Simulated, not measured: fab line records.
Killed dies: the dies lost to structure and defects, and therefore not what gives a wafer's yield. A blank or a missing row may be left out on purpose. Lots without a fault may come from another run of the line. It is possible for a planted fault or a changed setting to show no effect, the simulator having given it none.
2 desks, one fault / flow n5-finfet / each desk has only its own numbers; what lay behind them comes last

## AT THE TOOL OWNER'S DESK: cvd-co-02
The tool's own readings at N5_BEOL_M3_CO_CAP_55 (material Co, precursor CCTBA/H2, target thk 2 nm, time 102.1 s): means of the sampled wafers that have a number, for each lot that ran on this tool. If a lot's mean is further than 4 standard deviations from the usual mean, the lot is out of limits and carries the mark OUT (the distance appears in the brackets).
Columns: A = chamber-pressure-Torr at N5_BEOL_M3_CO_CAP_55, usual 30.00 Torr; B = heater-power-w at N5_BEOL_M3_CO_CAP_55, usual 242 W; C = run-length-s at N5_BEOL_M3_CO_CAP_55, usual 124.8 s
lot=L847; first seen here=day 9 18:10; A=30.01; B=225; C=124.7
lot=L857; first seen here=day 12 09:51; A=29.91; B=230; C=95.7 (-66) OUT
lot=L858; first seen here=day 12 23:35; A=29.99; B=220; C=85.9 (-88) OUT
lot=L860; first seen here=day 13 07:59; A=29.95; B=223; C=86.2 (-88) OUT
Finding of this desk: L857, L858, L860 out of limits; the first was L857 at day 12 09:51, on run-length-s at N5_BEOL_M3_CO_CAP_55. In limits: L847.

## FROM THE METROLOGY DESK
What the gauges read for every lot (on any tool): the sampled wafers with a number, averaged. If a lot's mean is further than 4 standard deviations from the usual mean, the lot is out of limits and carries the mark OUT (the distance appears in the brackets). 7 of its 11 readings are shown, namely those furthest out on some lot.
Columns: A = DIBL_P at N5_BEOL_M4_RC_MEAS_101, usual 36.7 mV/V; B = IOFF_N at N5_BEOL_M4_RC_MEAS_101, usual 0.16 nA/um; C = ION_N at N5_BEOL_M4_RC_MEAS_101, usual 672 uA/um; D = ION_P at N5_BEOL_M4_RC_MEAS_101, usual 462 uA/um; E = SS_N at N5_BEOL_M4_RC_MEAS_101, usual 71.6 mV/dec; F = VT_N at N5_BEOL_M4_RC_MEAS_101, usual 250 mV; G = VT_P at N5_BEOL_M4_RC_MEAS_101, usual -250 mV
lot=L844; first seen here=day 8 23:59; A=35.0; B=0.13; C=645; D=445; E=70.8; F=256; G=-256
lot=L847; first seen here=day 9 18:05; A=39.9; B=0.22; C=688; D=461; E=72.6; F=245; G=-250
lot=L848; first seen here=day 9 22:46; A=35.9; B=0.14; C=669; D=462; E=71.5; F=252; G=-251
lot=L857; first seen here=day 12 09:46; A=38.3; B=0.20; C=678; D=468; E=71.9; F=246; G=-246
lot=L858; first seen here=day 12 23:31; A=38.0; B=0.20; C=687; D=464; E=71.8; F=248; G=-252
lot=L860; first seen here=day 13 07:55; A=37.9; B=0.17; C=672; D=461; E=71.6; F=252; G=-249
lot=L862; first seen here=day 13 21:32; A=36.6; B=0.17; C=687; D=471; E=71.6; F=247; G=-246
This desk found nothing out of limits on any of the 7 lots.

## ALL TOGETHER
The tool owner's desk could have raised an alarm at day 12 09:51, on L857, L858, L860.
Nothing out of limits was seen by the metrology desk.
The metrology desk has L857, L858, L860 on record, within its limits.
Of the lots named, all ran N5_BEOL_M3_CO_CAP_55 on cvd-co-02.

## WHAT THE SIMULATOR PUT IN
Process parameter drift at N5_BEOL_M3_CO_CAP_55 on cvd-co-02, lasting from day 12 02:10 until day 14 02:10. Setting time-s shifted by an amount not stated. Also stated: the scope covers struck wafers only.
Struck lots among those shown: L857, L858, L860.
Hours from the fault's start to each desk's first reading out of limits: the tool owner's desk, 8.
